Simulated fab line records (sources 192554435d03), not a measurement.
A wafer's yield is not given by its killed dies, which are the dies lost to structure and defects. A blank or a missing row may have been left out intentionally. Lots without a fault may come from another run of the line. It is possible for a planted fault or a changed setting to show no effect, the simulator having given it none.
Chamber matching    flow n5Finfet    3 sister chambers for N5_PMOS_HMC_CHANNEL_EPI_HM_DEP_34 on pecvd-03
The step deposits SiO2 from TEOS/O2, target thk 36 nm, time 6.9 s. 3 wafers are shown with their chamber, then 12 later ones without.

== EACH WAFER AND ITS CHAMBER ==
wafer   chamber  throttleValvePct (%)
L087.5  0        18.9
L091.3  2        19.7
L091.4  1        18.1

== WAFERS WHOSE CHAMBER IS MISSING ==
wafer   throttleValvePct (%)
L093.2  19.2
L093.3  19.8
L093.4  17.9
L094.2  19.8
L094.4  19.7
L094.5  18.3
L095.1  19.7
L095.3  19.1
L095.6  19.5
L096.2  19.6
L096.4  19.2
L096.6  17.9

== WHICH CHAMBER EACH WENT THROUGH ==
wafer   from the rows above      in truth
L093.2  can't be placed: 0 or 2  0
L093.3  2                        2
L093.4  1                        1
L094.2  2                        2
L094.4  2                        2
L094.5  1                        1
L095.1  2                        2
L095.3  0                        0
L095.6  2                        2
L096.2  2                        2
L096.4  can't be placed: 0 or 2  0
L096.6  1                        1
Correctly placed: 10 of 12. These rows do not allow placing 2 (true chamber among the candidates in 2). Wrongly placed: 0.
How it was worked out, from the rows above alone: a wafer's distance from a chamber is the root of the sum, over the readings, of the square of ((its reading less the chamber's mean) divided by the reading's scatter). The wafer belongs to the nearest chamber; if the next one is less than 2 further off, it can't be placed. The mean given for a chamber averages the wafers shown for that chamber. The scatter: with one shown wafer a chamber, the root of the mean of the squares of how far each hidden wafer lies from its nearest shown one.
